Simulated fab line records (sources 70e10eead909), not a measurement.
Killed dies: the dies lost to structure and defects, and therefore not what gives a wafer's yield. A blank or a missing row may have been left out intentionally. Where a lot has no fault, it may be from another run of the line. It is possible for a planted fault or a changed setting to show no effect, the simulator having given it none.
Which tool was responsible? :: flow nand_harc :: 33 wafers from 11 lots sampled at 7 of the route's 1302 steps

WHAT THE GAUGES READ, wafer by wafer
NHARC_P_GATE_INSPECT_28. Usual: raw_defect_count at 6.4, with a standard deviation of 2.9.
lot: L650
measured: day 5 06:31
on: defect_inspect-01
raw_defect_count: 1 7 9
flag: 

lot: L652
measured: day 6 01:48
on: defect_inspect-02
raw_defect_count: 6 9 6
flag: 

lot: L653
measured: day 6 10:51
on: defect_inspect-01
raw_defect_count: 7 7 10
flag: 

lot: L662
measured: day 10 05:20
on: defect_inspect-02
raw_defect_count: 599 603 604
flag: OFF

lot: L664
measured: day 11 06:54
on: defect_inspect-01
raw_defect_count: 578 597 582
flag: OFF

lot: L665
measured: day 11 06:15
on: defect_inspect-02
raw_defect_count: 577 601 538
flag: OFF

lot: L666
measured: day 11 18:09
on: defect_inspect-01
raw_defect_count: 2 7 3
flag: 

lot: L669
measured: day 13 02:19
on: defect_inspect-02
raw_defect_count: 10 9 4
flag: 

lot: L671
measured: day 13 15:05
on: defect_inspect-01
raw_defect_count: 5 6 7
flag: 

lot: L672
measured: day 14 12:11
on: defect_inspect-02
raw_defect_count: 4 4 7
flag: 

lot: L673
measured: day 14 12:20
on: defect_inspect-02
raw_defect_count: 6 11 7
flag: 

NHARC_P_GATE_INSPECT_68. Usual: raw_defect_count at 199, with a standard deviation of 64.
lot: L650
measured: day 6 00:49
on: defect_inspect-01
raw_defect_count: 127 72 262
flag: 

lot: L652
measured: day 6 20:10
on: defect_inspect-01
raw_defect_count: 216 260 228
flag: 

lot: L653
measured: day 7 10:41
on: defect_inspect-02
raw_defect_count: 227 149 150
flag: 

lot: L662
measured: day 10 23:42
on: defect_inspect-01
raw_defect_count: 799 872 871
flag: OFF

lot: L664
measured: day 12 01:31
on: defect_inspect-01
raw_defect_count: 751 757 709
flag: OFF

lot: L665
measured: day 12 00:41
on: defect_inspect-01
raw_defect_count: 811 921 728
flag: OFF

lot: L666
measured: day 12 12:24
on: defect_inspect-01
raw_defect_count: 175 134 143
flag: 

lot: L669
measured: day 13 22:44
on: defect_inspect-01
raw_defect_count: 181 220 122
flag: 

lot: L671
measured: day 14 09:36
on: defect_inspect-02
raw_defect_count: 229 112 255
flag: 

lot: L672
measured: day 15 06:37
on: defect_inspect-02
raw_defect_count: 240 199 141
flag: 

lot: L673
measured: day 15 07:13
on: defect_inspect-01
raw_defect_count: 189 182 267
flag: 

NHARC_END_SORT_01. Usual: killed_at_array 56, standard deviation 18; killed_at_other 1.4, standard deviation 1.5; killed_at_periphery 4, standard deviation 3.1; killed_dies 61, standard deviation 19; killed_open 3.5, standard deviation 1.8; killed_short 2.4, standard deviation 1.4.
lot: L662
measured: day 30 13:32
on: prober-01
killed_at_array: 75 71 77
killed_at_other: 0 0 0
killed_at_periphery: 87 89 93
killed_dies: 162 160 170
killed_open: 2 1 2
killed_short: 2 5 2
flag: OFF

lot: L664
measured: day 31 09:17
on: prober-02
killed_at_array: 49 51 45
killed_at_other: 1 1 4
killed_at_periphery: 92 90 90
killed_dies: 142 142 139
killed_open: 2 6 4
killed_short: 2 6 1
flag: OFF

lot: L665
measured: day 31 20:10
on: prober-01
killed_at_array: 49 46 49
killed_at_other: 0 0 0
killed_at_periphery: 88 98 84
killed_dies: 137 144 133
killed_open: 4 3 5
killed_short: 5 2 1
flag: OFF

EACH LOT AND THE TOOL THAT RAN IT (in order: tool; ch and the chambers of the sampled wafers; start)
lot: L650
NHARC_P_GATE_CVD_17: lpcvd_poly-04 ch 0, day 5 00:47
NHARC_P_GATE_ETCH_114: rie_diel-09 ch 0,1,2, day 5 17:22 or earlier
NHARC_P_GATE_STRIP_101: rie_diel-04 ch 0,1, day 5 17:22
NHARC_P_GATE_STRIP_111: plasma_asher-02 ch 0,1, day 5 18:54

lot: L652
NHARC_P_GATE_CVD_17: lpcvd_poly-04 ch 0, day 5 18:29
NHARC_P_GATE_ETCH_114: rie_diel-10 ch 1,2,3, day 6 12:49 or earlier
NHARC_P_GATE_STRIP_101: rie_diel-04 ch 1,2,3, day 6 12:49
NHARC_P_GATE_STRIP_111: plasma_asher-02 ch 0,1, day 6 14:20

lot: L653
NHARC_P_GATE_CVD_17: lpcvd_poly-03 ch 0, day 6 02:22
NHARC_P_GATE_ETCH_114: rie_diel-10 ch 1,2,3, day 6 23:54 or earlier
NHARC_P_GATE_STRIP_101: rie_diel-10 ch 1,2,3, day 6 23:54
NHARC_P_GATE_STRIP_111: plasma_asher-01 ch 0,1, day 7 01:20

lot: L662
NHARC_P_GATE_CVD_17: lpcvd_poly-01 ch 0, day 9 22:39
NHARC_P_GATE_ETCH_114: rie_diel-09 ch 0,3, day 10 16:14 or earlier
NHARC_P_GATE_STRIP_101: rie_diel-04 ch 0,1, day 10 16:14
NHARC_P_GATE_STRIP_111: plasma_asher-01 ch 0,1, day 10 17:41

lot: L664
NHARC_P_GATE_CVD_17: lpcvd_poly-01 ch 0, day 10 23:12
NHARC_P_GATE_ETCH_114: rie_diel-09 ch 0,2, day 11 18:02 or earlier
NHARC_P_GATE_STRIP_101: rie_diel-04 ch 0,1,2, day 11 18:02
NHARC_P_GATE_STRIP_111: plasma_asher-01 ch 0,1, day 11 19:29

lot: L665
NHARC_P_GATE_CVD_17: lpcvd_poly-01 ch 0, day 10 23:12
NHARC_P_GATE_ETCH_114: rie_diel-04 ch 2,3, day 11 17:15 or earlier
NHARC_P_GATE_STRIP_101: rie_diel-10 ch 1,2, day 11 17:15
NHARC_P_GATE_STRIP_111: plasma_asher-02 ch 0,1, day 11 18:49

lot: L666
NHARC_P_GATE_CVD_17: lpcvd_poly-03 ch 0, day 11 09:56
NHARC_P_GATE_ETCH_114: rie_diel-10 ch 0,2,3, day 12 05:05 or earlier
NHARC_P_GATE_STRIP_101: rie_diel-09 ch 0,1, day 12 05:05
NHARC_P_GATE_STRIP_111: plasma_asher-01 ch 1, day 12 06:25

lot: L669
NHARC_P_GATE_CVD_17: lpcvd_poly-03 ch 0, day 12 20:07
NHARC_P_GATE_ETCH_114: rie_diel-09 ch 2,3, day 13 15:17 or earlier
NHARC_P_GATE_STRIP_101: rie_diel-04 ch 0,3, day 13 15:17
NHARC_P_GATE_STRIP_111: plasma_asher-01 ch 0,1, day 13 16:53

lot: L671
NHARC_P_GATE_CVD_17: lpcvd_poly-01 ch 0, day 13 10:25
NHARC_P_GATE_ETCH_114: rie_diel-09 ch 1,2, day 14 02:02 or earlier
NHARC_P_GATE_STRIP_101: rie_diel-10 ch 0,2,3, day 14 02:02
NHARC_P_GATE_STRIP_111: plasma_asher-02 ch 0,1, day 14 03:38

lot: L672
NHARC_P_GATE_CVD_17: lpcvd_poly-01 ch 0, day 14 08:06
NHARC_P_GATE_ETCH_114: rie_diel-04 ch 1,2, day 14 23:02 or earlier
NHARC_P_GATE_STRIP_101: rie_diel-04 ch 0,2,3, day 14 23:02
NHARC_P_GATE_STRIP_111: plasma_asher-02 ch 0,1, day 15 00:42

lot: L673
NHARC_P_GATE_CVD_17: lpcvd_poly-01 ch 0, day 14 08:06
NHARC_P_GATE_ETCH_114: rie_diel-10 ch 0,1,3, day 14 23:51 or earlier
NHARC_P_GATE_STRIP_101: rie_diel-04 ch 1,3, day 14 23:51
NHARC_P_GATE_STRIP_111: plasma_asher-02 ch 0,1, day 15 01:21
- NHARC_P_GATE_CVD_17: deposits poly-Si, target thk 150 nm, time 900 s.
- NHARC_P_GATE_ETCH_114: etches the open film in CF4/O2, target depth 30 nm, overetch 3 nm, time 16.5 s.
- NHARC_P_GATE_STRIP_101: strips in O2, time 20 s.
- NHARC_P_GATE_STRIP_111: strips in N2/H2, time 250 s.

AS READ BY THE TOOLS THEMSELVES (means over the sampled wafers that have a number; for cases with no such wafer, the mark the record gives instead)
NHARC_P_GATE_CVD_17. Usual: zone_power_bottom_pct at 13.6 %, with a standard deviation of 0.6.
lot: L650
tool: lpcvd_poly-04
zone_power_bottom_pct (%): 13.9
flag: 

lot: L652
tool: lpcvd_poly-04
zone_power_bottom_pct (%): 13.7
flag: 

lot: L653
tool: lpcvd_poly-03
zone_power_bottom_pct (%): 12.3
flag: 

lot: L662
tool: lpcvd_poly-01
zone_power_bottom_pct (%): 13.8
flag: 

lot: L664
tool: lpcvd_poly-01
zone_power_bottom_pct (%): 14.0
flag: 

lot: L665
tool: lpcvd_poly-01
zone_power_bottom_pct (%): 13.9
flag: 

lot: L666
tool: lpcvd_poly-03
zone_power_bottom_pct (%): 12.3
flag: 

lot: L669
tool: lpcvd_poly-03
zone_power_bottom_pct (%): 12.3
flag: 

lot: L671
tool: lpcvd_poly-01
zone_power_bottom_pct (%): 13.9
flag: 

lot: L672
tool: lpcvd_poly-01
zone_power_bottom_pct (%): 13.9
flag: 

lot: L673
tool: lpcvd_poly-01
zone_power_bottom_pct (%): 13.7
flag: 

NHARC_P_GATE_ETCH_114. Usual: drypump_motor_current_A 5.7 A, standard deviation 0.41; oes_f_703_au 1.000 a.u., standard deviation 0.0046; oes_product_au 1.003 a.u., standard deviation 0.0094; rf_vpp_V 198.3 V, standard deviation 1.3; showerhead_plenum_p_Torr 1.36 Torr, standard deviation 0.047; throttle_valve_pct 13.399 %, standard deviation 0.0086.
lot: L650
tool: rie_diel-09
drypump_motor_current_A (A): 6.1
oes_f_703_au (a.u.): 1.000
oes_product_au (a.u.): 1.003
rf_vpp_V (V): 197.8
showerhead_plenum_p_Torr (Torr): 1.35
throttle_valve_pct (%): 13.404
flag: 

lot: L652
tool: rie_diel-10
drypump_motor_current_A (A): 5.3
oes_f_703_au (a.u.): 1.000
oes_product_au (a.u.): 1.009
rf_vpp_V (V): 198.7
showerhead_plenum_p_Torr (Torr): 1.37
throttle_valve_pct (%): 13.399
flag: 

lot: L653
tool: rie_diel-10
drypump_motor_current_A (A): 5.3
oes_f_703_au (a.u.): 0.999
oes_product_au (a.u.): 1.008
rf_vpp_V (V): 198.1
showerhead_plenum_p_Torr (Torr): 1.37
throttle_valve_pct (%): 13.410
flag: 

lot: L662
tool: rie_diel-09
drypump_motor_current_A (A): 5.8
oes_f_703_au (a.u.): 0.997
oes_product_au (a.u.): 1.007
rf_vpp_V (V): 199.1
showerhead_plenum_p_Torr (Torr): 1.41
throttle_valve_pct (%): 13.401
flag: 

lot: L664
tool: rie_diel-09
drypump_motor_current_A (A): 5.7
oes_f_703_au (a.u.): 0.999
oes_product_au (a.u.): 1.007
rf_vpp_V (V): 198.0
showerhead_plenum_p_Torr (Torr): 1.38
throttle_valve_pct (%): 13.400
flag: 

lot: L665
tool: rie_diel-04
drypump_motor_current_A (A): 5.5
oes_f_703_au (a.u.): 0.999
oes_product_au (a.u.): 1.000
rf_vpp_V (V): 197.9
showerhead_plenum_p_Torr (Torr): 1.32
throttle_valve_pct (%): 13.396
flag: 

lot: L666
tool: rie_diel-10
drypump_motor_current_A (A): 5.3
oes_f_703_au (a.u.): 1.005
oes_product_au (a.u.): 1.003
rf_vpp_V (V): 197.7
showerhead_plenum_p_Torr (Torr): 1.36
throttle_valve_pct (%): 13.393
flag: 

lot: L669
tool: rie_diel-09
drypump_motor_current_A (A): 5.9
oes_f_703_au (a.u.): 1.004
oes_product_au (a.u.): 0.998
rf_vpp_V (V): 198.2
showerhead_plenum_p_Torr (Torr): 1.34
throttle_valve_pct (%): 13.398
flag: 

lot: L671
tool: rie_diel-09
drypump_motor_current_A (A): 6.0
oes_f_703_au (a.u.): 0.997
oes_product_au (a.u.): 0.992
rf_vpp_V (V): 197.3
showerhead_plenum_p_Torr (Torr): 1.31
throttle_valve_pct (%): 13.394
flag: 

lot: L672
tool: rie_diel-04
drypump_motor_current_A (A): 5.9
oes_f_703_au (a.u.): 0.998
oes_product_au (a.u.): 0.998
rf_vpp_V (V): 197.3
showerhead_plenum_p_Torr (Torr): 1.34
throttle_valve_pct (%): 13.389
flag: 

lot: L673
tool: rie_diel-10
drypump_motor_current_A (A): 5.6
oes_f_703_au (a.u.): 0.998
oes_product_au (a.u.): 1.009
rf_vpp_V (V): 196.9
showerhead_plenum_p_Torr (Torr): 1.33
throttle_valve_pct (%): 13.410
flag: 

NHARC_P_GATE_STRIP_101. Usual: drypump_motor_current_A 5.7 A, standard deviation 0.41; oes_product_au 1.001 a.u., standard deviation 0.0098; rf_vpp_V 57.9 V, standard deviation 0.92; showerhead_plenum_p_Torr 3.58 Torr, standard deviation 0.12; throttle_valve_pct 17.037 %, standard deviation 0.0085.
lot: L650
tool: rie_diel-04
drypump_motor_current_A (A): 5.6
oes_product_au (a.u.): 0.997
rf_vpp_V (V): 57.2
showerhead_plenum_p_Torr (Torr): 3.61
throttle_valve_pct (%): 17.048
flag: 

lot: L652
tool: rie_diel-04
drypump_motor_current_A (A): 5.8
oes_product_au (a.u.): 0.997
rf_vpp_V (V): 58.2
showerhead_plenum_p_Torr (Torr): 3.58
throttle_valve_pct (%): 17.038
flag: 

lot: L653
tool: rie_diel-10
drypump_motor_current_A (A): 5.3
oes_product_au (a.u.): 1.011
rf_vpp_V (V): 56.9
showerhead_plenum_p_Torr (Torr): 3.61
throttle_valve_pct (%): 17.048
flag: 

lot: L662
tool: rie_diel-04
drypump_motor_current_A (A): 5.8
oes_product_au (a.u.): 0.993
rf_vpp_V (V): 57.0
showerhead_plenum_p_Torr (Torr): 3.70
throttle_valve_pct (%): 17.046
flag: 

lot: L664
tool: rie_diel-04
drypump_motor_current_A (A): 5.8
oes_product_au (a.u.): 0.994
rf_vpp_V (V): 57.9
showerhead_plenum_p_Torr (Torr): 3.57
throttle_valve_pct (%): 17.045
flag: 

lot: L665
tool: rie_diel-10
drypump_motor_current_A (A): 5.2
oes_product_au (a.u.): 1.003
rf_vpp_V (V): 58.3
showerhead_plenum_p_Torr (Torr): 3.66
throttle_valve_pct (%): 17.044
flag: 

lot: L666
tool: rie_diel-09
drypump_motor_current_A (A): 6.0
oes_product_au (a.u.): 1.010
rf_vpp_V (V): 57.5
showerhead_plenum_p_Torr (Torr): 3.64
throttle_valve_pct (%): 17.033
flag: 

lot: L669
tool: rie_diel-04
drypump_motor_current_A (A): 5.4
oes_product_au (a.u.): 0.993
rf_vpp_V (V): 58.4
showerhead_plenum_p_Torr (Torr): 3.53
throttle_valve_pct (%): 17.037
flag: 

lot: L671
tool: rie_diel-10
drypump_motor_current_A (A): 5.3
oes_product_au (a.u.): 1.010
rf_vpp_V (V): 58.0
showerhead_plenum_p_Torr (Torr): 3.59
throttle_valve_pct (%): 17.035
flag: 

lot: L672
tool: rie_diel-04
drypump_motor_current_A (A): 5.6
oes_product_au (a.u.): 1.000
rf_vpp_V (V): 57.4
showerhead_plenum_p_Torr (Torr): 3.49
throttle_valve_pct (%): 17.034
flag: 

lot: L673
tool: rie_diel-04
drypump_motor_current_A (A): 5.8
oes_product_au (a.u.): 0.996
rf_vpp_V (V): 58.5
showerhead_plenum_p_Torr (Torr): 3.69
throttle_valve_pct (%): 17.030
flag: 

NHARC_P_GATE_STRIP_111. Usual: drypump_motor_current_A 5.4 A, standard deviation 0.4; heater_power_w 84 W, standard deviation 5.1.
lot: L650
tool: plasma_asher-02
drypump_motor_current_A (A): 5.6
heater_power_w (W): 85
flag: 

lot: L652
tool: plasma_asher-02
drypump_motor_current_A (A): 5.2
heater_power_w (W): 86
flag: 

lot: L653
tool: plasma_asher-01
drypump_motor_current_A (A): 5.3
heater_power_w (W): 83
flag: 

lot: L662
tool: plasma_asher-01
drypump_motor_current_A (A): 5.3
heater_power_w (W): 81
flag: 

lot: L664
tool: plasma_asher-01
drypump_motor_current_A (A): 5.3
heater_power_w (W): 81
flag: 

lot: L665
tool: plasma_asher-02
drypump_motor_current_A (A): 5.6
heater_power_w (W): 87
flag: 

lot: L666
tool: plasma_asher-01
drypump_motor_current_A (A): 5.3
heater_power_w (W): 90
flag: 

lot: L669
tool: plasma_asher-01
drypump_motor_current_A (A): 5.3
heater_power_w (W): 85
flag: 

lot: L671
tool: plasma_asher-02
drypump_motor_current_A (A): 5.6
heater_power_w (W): 89
flag: 

lot: L672
tool: plasma_asher-02
drypump_motor_current_A (A): 5.2
heater_power_w (W): 85
flag: 

lot: L673
tool: plasma_asher-02
drypump_motor_current_A (A): 5.6
heater_power_w (W): 88
flag: 

THE ANSWER, worked out from the rows above alone
Rule: a lot counts as off when the mean over its wafers that have a number is more than 3 standard deviations away from the usual mean. Also off: a lot with no number at a reading for which 4 or more lots have one. The other lots that the step has rows for count as sound. After the gauges, taken in route order, come the tools' own readings; for these a lot's mean is taken, as printed above. The first step at which some lot is off is used, and at that step the reading that is off furthest; a lot without a number counts as furthest.
Off at NHARC_P_GATE_INSPECT_28 (raw_defect_count): L662, L664, L665.
A tool fits if, at a process step before that reading, it ran every lot that is off, and no sound lot after the first of them. The gauges at NHARC_P_GATE_INSPECT_28 aren't tried: what is off there is off at NHARC_END_SORT_01 too, on other tools, and a gauge's error can't cause that. Not one of the candidates tried fits.

WHAT THE SIMULATOR HAD PUT IN
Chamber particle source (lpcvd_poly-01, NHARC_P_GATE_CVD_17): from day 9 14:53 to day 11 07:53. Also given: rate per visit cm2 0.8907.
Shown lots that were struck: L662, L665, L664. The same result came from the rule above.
